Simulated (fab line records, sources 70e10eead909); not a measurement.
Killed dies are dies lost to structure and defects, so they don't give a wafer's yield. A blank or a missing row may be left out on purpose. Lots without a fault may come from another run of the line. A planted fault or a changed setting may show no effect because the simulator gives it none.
Chamber matching | flow nand_harc | NHARC_P_CONTACT_ALD_22 on ald_metal-02: 4 sister chambers
The step deposits TiN, target thk 3 nm, pulse time 1 s, ald cycles 150. 8 wafers are shown with their chamber, then 7 later ones without.

WAFERS WITH THEIR CHAMBER
wafer  | chamber | heater_power_w (W) | precursor_pulse_height_rel
L083.2 | 2       | 1362               | 1.039
L085.3 | 2       | 1367               | 0.987
L088.5 | 0       | 950                | 1.006
L092.1 | 0       | 943                | 0.995
L092.3 | 3       | 1084               | 0.994
L092.4 | 1       | 1404               | 0.974
L094.1 | 1       | 1360               | 1.007
L094.2 | 3       | 1088               | 1.017

WAFERS WITHOUT THEIR CHAMBER
wafer  | heater_power_w (W) | precursor_pulse_height_rel
L094.5 | 936                | 1.035
L095.3 | 1412               | 0.998
L095.4 | 925                | 1.010
L095.6 | 1077               | 0.971
L096.1 | 939                | 1.008
L096.2 | 1093               | 1.020
L096.6 | 1318               | 1.012

WHICH CHAMBER EACH WENT THROUGH
wafer  | from the rows above     | in truth
L094.5 | 0                       | 0
L095.3 | can't be placed: 1 or 2 | 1
L095.4 | 0                       | 0
L095.6 | 3                       | 3
L096.1 | 0                       | 0
L096.2 | 3                       | 3
L096.6 | can't be placed: 2 or 1 | 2
Placed correctly: 5 of 7. Can't be placed from these rows: 2 (the true chamber is among the candidates in 2). Placed wrongly: 0.
How it was worked out, from the rows above alone: a wafer's distance from a chamber is the root of the sum, over the readings, of the square of ((its reading less the chamber's mean) divided by the reading's scatter). The wafer belongs to the nearest chamber; if the next one is less than 2 further off, it can't be placed. A chamber's mean is the mean of its shown wafers. The scatter: the root of (the sum of the squares of (reading less its chamber's mean) over the shown wafers, divided by (wafers less chambers)).
